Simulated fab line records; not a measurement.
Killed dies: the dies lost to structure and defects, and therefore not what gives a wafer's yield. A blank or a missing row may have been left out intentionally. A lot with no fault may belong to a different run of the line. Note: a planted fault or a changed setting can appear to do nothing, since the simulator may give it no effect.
Which tool was responsible? ; flow n5-finfet ; 24 lots with 72 wafers sampled at 2 steps, on a route of 1938 steps

WHAT THE GAUGES READ, wafer by wafer
N5_BEOL_M3_CD_MEAS_35: target cd 18 nm, target cd y 21 nm. Usual: cd-nm at 18.0 nm, with a standard deviation of 0.37.
lot;measured;on;cd-nm (nm);flag
L074;day 8 10:20;cd-sem-01;18.2 18.9 18.1;
L075;day 8 15:12;cd-sem-03;18.4 17.5 17.2;
L078;day 9 04:30;cd-sem-02;18.2 17.9 18.3;
L077;day 9 17:34;cd-sem-03;17.8 18.4 17.4;
L079;day 10 07:08;cd-sem-01;18.3 18.2 18.4;
L080;day 10 10:24;cd-sem-02;18.3 17.9 18.1;
L081;day 10 14:02;cd-sem-03;17.6 18.0 18.0;
L082;day 10 22:34;cd-sem-02;18.2 18.1 18.6;
L083;day 11 03:38;cd-sem-03;18.3 18.7 18.5;
L084;day 11 15:56;cd-sem-03;18.7 18.3 17.4;
L085;day 12 17:05;cd-sem-01;17.7 17.3 17.7;
L087;day 12 17:05;cd-sem-02;17.8 18.5 18.6;
L086;day 12 17:35;cd-sem-02;18.5 17.4 18.2;
L089;day 13 07:42;cd-sem-03;18.2 17.7 17.4;
L076;day 13 08:05;cd-sem-02;17.9 17.3 18.3;
L090;day 13 11:40;cd-sem-03;18.1 18.4 18.1;
L088;day 14 02:50;cd-sem-01;18.5 18.0 18.6;
L091;day 14 03:35;cd-sem-02;18.1 18.0 18.2;
L092;day 14 10:08;cd-sem-03;18.4 18.6 18.5;
L093;day 14 14:36;cd-sem-02;18.2 17.8 17.4;
L094;day 14 14:59;cd-sem-01;18.2 18.9 18.5;
L095;day 14 17:50;cd-sem-01;17.2 17.7 17.8;
L096;day 14 18:04;cd-sem-01;18.1 18.6 18.0;
L097;day 14 21:11;cd-sem-02;17.9 17.9 17.5;

EACH LOT AND THE TOOL THAT RAN IT (in order: tool; ch and the chambers of the sampled wafers; start)
lot;N5_BEOL_M3_TRENCH_ETCH_37
L074;rie-diel-02 ch 1,3, day 8 10:20 or earlier
L075;rie-diel-02 ch 2,3, day 8 15:12 or earlier
L078;rie-diel-06 ch 1,3, day 9 04:30 or earlier
L077;rie-diel-04 ch 2,3, day 9 17:34 or earlier
L079;rie-diel-06 ch 1,3, day 10 07:08 or earlier
L080;rie-diel-06 ch 0,1,3, day 10 10:24 or earlier
L081;rie-diel-02 ch 0,1,2, day 10 14:02 or earlier
L082;rie-diel-06 ch 0,1,3, day 10 22:34 or earlier
L083;rie-diel-04 ch 0,2,3, day 11 03:38 or earlier
L084;rie-diel-04 ch 0,2,3, day 11 15:56 or earlier
L085;rie-diel-04 ch 0,2,3, day 12 17:05 or earlier
L087;rie-diel-06 ch 1,3, day 12 17:05 or earlier
L086;rie-diel-04 ch 0,3, day 12 17:35 or earlier
L089;rie-diel-06 ch 0,1, day 13 07:42 or earlier
L076;rie-diel-06 ch 0,1,3, day 13 08:05 or earlier
L090;rie-diel-04 ch 1,2, day 13 11:40 or earlier
L088;rie-diel-04 ch 0,1,2, day 14 02:50 or earlier
L091;rie-diel-06 ch 0,1,3, day 14 03:35 or earlier
L092;rie-diel-04 ch 1,2, day 14 10:08 or earlier
L093;rie-diel-04 ch 0,1,2, day 14 14:36 or earlier
L094;rie-diel-04 ch 0,1, day 14 14:59 or earlier
L095;rie-diel-06 ch 0,1,3, day 14 17:50 or earlier
L096;rie-diel-04 ch 1,2,3, day 14 18:04 or earlier
L097;rie-diel-06 ch 0,1, day 14 21:11 or earlier
- N5_BEOL_M3_TRENCH_ETCH_37: etches SiOC in C4F6/O2, target depth 55.555 nm, time 29.2 s.

AS READ BY THE TOOLS THEMSELVES (means over the sampled wafers that have a number; for cases with no such wafer, the mark the record gives instead)
N5_BEOL_M3_TRENCH_ETCH_37. Usual: bias-w 185.0 W, standard deviation 0.53; drypump-motor-current-A 5.5 A, standard deviation 0.38; oes-product-au 0.76 a.u., standard deviation 0.089; rf-fwd-power-W 350.4 W, standard deviation 1.7; rf-vpp-V 667 V, standard deviation 14; showerhead-plenum-p-Torr 2.83 Torr, standard deviation 0.11; throttle-valve-pct 20.88 %, standard deviation 0.21.
lot;tool;bias-w (W);drypump-motor-current-A (A);oes-product-au (a.u.);rf-fwd-power-W (W);rf-vpp-V (V);showerhead-plenum-p-Torr (Torr);throttle-valve-pct (%);flag
L074;rie-diel-02;185.8;5.9;0.71;349.5;658;2.74;20.69;
L075;rie-diel-02;185.1;5.6;0.71;350.0;675;2.81;20.87;
L078;rie-diel-06;184.5;5.6;0.74;349.8;669;2.74;21.01;
L077;rie-diel-04;184.7;5.4;0.71;348.6;670;2.91;20.99;
L079;rie-diel-06;185.1;5.6;0.73;350.3;669;2.73;21.01;
L080;rie-diel-06;185.0;5.3;0.77;351.9;673;2.75;20.92;
L081;rie-diel-02;185.4;5.7;0.78;350.5;677;2.81;20.69;
L082;rie-diel-06;184.2;5.3;0.76;351.0;673;2.74;20.91;
L083;rie-diel-04;185.1;5.6;0.77;349.9;659;2.85;20.87;
L084;rie-diel-04;184.7;5.6;0.76;349.5;659;2.85;20.87;
L085;rie-diel-04;185.5;5.6;0.75;349.4;659;2.84;20.88;
L087;rie-diel-06;185.3;5.5;0.72;350.8;670;2.72;21.14;
L086;rie-diel-04;184.5;5.7;0.74;347.3;650;2.78;20.84;
L089;rie-diel-06;185.2;5.2;0.79;350.5;675;2.76;20.73;
L076;rie-diel-06;184.8;5.3;0.75;351.2;673;2.74;20.93;
L090;rie-diel-04;184.5;5.9;0.88;350.3;666;3.02;20.88;
L088;rie-diel-04;185.2;5.8;0.83;351.2;662;2.93;20.84;
L091;rie-diel-06;184.9;5.3;0.74;352.0;673;2.73;20.95;
L092;rie-diel-04;184.9;5.6;0.78;351.1;672;2.98;20.99;
L093;rie-diel-04;184.5;5.8;0.82;350.6;661;2.93;20.86;
L094;rie-diel-04;184.4;6.1;0.90;350.2;655;2.96;20.77;
L095;rie-diel-06;184.7;5.3;0.74;351.7;673;2.73;20.96;
L096;rie-diel-04;184.7;5.7;0.87;349.8;664;2.92;20.81;
L097;rie-diel-06;184.7;5.4;0.74;351.1;671;2.74;20.86;

THE ANSWER, worked out from the rows above alone
Rule: a lot is off if the mean of its wafers that have a number lies more than 3 standard deviations from the usual mean. Also off: a lot with no number at a reading for which 4 or more lots have one. All remaining lots with rows at the step are treated as sound. After the gauges, taken in route order, come the tools' own readings; for these a lot's mean is taken, as printed above. At the first step where some lot is off, the reading lying furthest off is the one used; lots without a number count as furthest.
No lot is off at any reading shown: from this, nothing can be told.

WHAT HAD BEEN PUT IN BY THE SIMULATOR
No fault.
